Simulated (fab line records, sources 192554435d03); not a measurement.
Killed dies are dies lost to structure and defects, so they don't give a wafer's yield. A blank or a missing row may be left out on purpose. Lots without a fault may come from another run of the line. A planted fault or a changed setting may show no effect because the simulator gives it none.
Chamber matching | flow n5_finfet | N5_HKMG_FIN_STRIP_34 on rie_diel-06: 4 sister chambers
The step strips in CF4. 4 wafers are shown with their chamber, then 9 later ones without.

WAFERS WITH THEIR CHAMBER
wafer  | chamber | drypump_motor_current_A (A)
L091.4 | 2       | 5.4
L092.4 | 0       | 5.1
L093.3 | 1       | 4.8
L093.5 | 3       | 6.7

WAFERS WITHOUT THEIR CHAMBER
wafer  | drypump_motor_current_A (A)
L094.1 | 6.7
L094.2 | 5.2
L094.5 | 5.4
L095.2 | 5.2
L095.3 | 5.4
L095.5 | 4.8
L096.2 | 5.4
L096.4 | 6.7
L096.6 | 5.4

WHICH CHAMBER EACH WENT THROUGH
wafer  | from the rows above | in truth
L094.1 | 3                   | 3
L094.2 | 0                   | 0
L094.5 | 2                   | 2
L095.2 | 0                   | 0
L095.3 | 2                   | 2
L095.5 | 1                   | 1
L096.2 | 2                   | 2
L096.4 | 3                   | 3
L096.6 | 2                   | 2
Placed correctly: 9 of 9. Can't be placed from these rows: 0. Placed wrongly: 0.
How it was worked out, from the rows above alone: a wafer's distance from a chamber is the root of the sum, over the readings, of the square of ((its reading less the chamber's mean) divided by the reading's scatter). The wafer belongs to the nearest chamber; if the next one is less than 2 further off, it can't be placed. A chamber's mean is the mean of its shown wafers. The scatter: with one shown wafer a chamber, the root of the mean of the squares of how far each hidden wafer lies from its nearest shown one.
